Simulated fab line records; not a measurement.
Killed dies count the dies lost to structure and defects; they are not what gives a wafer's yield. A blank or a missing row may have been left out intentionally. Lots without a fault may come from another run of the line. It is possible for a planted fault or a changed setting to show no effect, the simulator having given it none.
Matching of chambers | flow n5_finfet | N5_STI_FIN_REVEAL_ETCHBACK_08 on rie_diel-04: 4 sister chambers
The step etches SiO2 in C4F6/O2, target depth 30.5 nm, time 10.167 s. 4 wafers are shown with their chamber, then 12 later ones without.

== WAFERS PAIRED WITH THEIR CHAMBERS ==
wafer  | chamber | drypump_motor_current_A (A)
L075.6 | 3       | 5.7
L088.4 | 2       | 6.4
L090.4 | 1       | 5.4
L090.6 | 0       | 6.2

== WAFERS MISSING THEIR CHAMBER ==
wafer  | drypump_motor_current_A (A)
L092.2 | 5.4
L092.4 | 5.7
L092.6 | 6.4
L094.2 | 5.6
L094.3 | 6.1
L094.5 | 5.4
L095.1 | 6.2
L095.2 | 5.7
L095.4 | 5.4
L097.2 | 6.1
L097.3 | 5.6
L097.6 | 5.4

== WHICH CHAMBER EACH WENT THROUGH ==
wafer  | from the rows above     | in truth
L092.2 | 1                       | 1
L092.4 | 3                       | 3
L092.6 | 2                       | 2
L094.2 | can't be placed: 3 or 1 | 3
L094.3 | 0                       | 0
L094.5 | 1                       | 1
L095.1 | 0                       | 0
L095.2 | 3                       | 3
L095.4 | 1                       | 1
L097.2 | 0                       | 0
L097.3 | can't be placed: 3 or 1 | 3
L097.6 | 1                       | 1
10 of 12 placed correctly. Unplaceable from these rows: 2, with the true chamber sitting among the candidates in 2. 0 placed wrongly.
How it was worked out, from the rows above alone: a wafer's distance from a chamber is the root of the sum, over the readings, of the square of ((its reading less the chamber's mean) divided by the reading's scatter). If the next closest chamber is less than 2 further off than the closest, the wafer can't be placed; otherwise it belongs to the closest. The mean given for a chamber averages the wafers shown for that chamber. The scatter (one wafer shown for each chamber): square how far every hidden wafer sits from the nearest shown wafer, average those squares and take the square root.
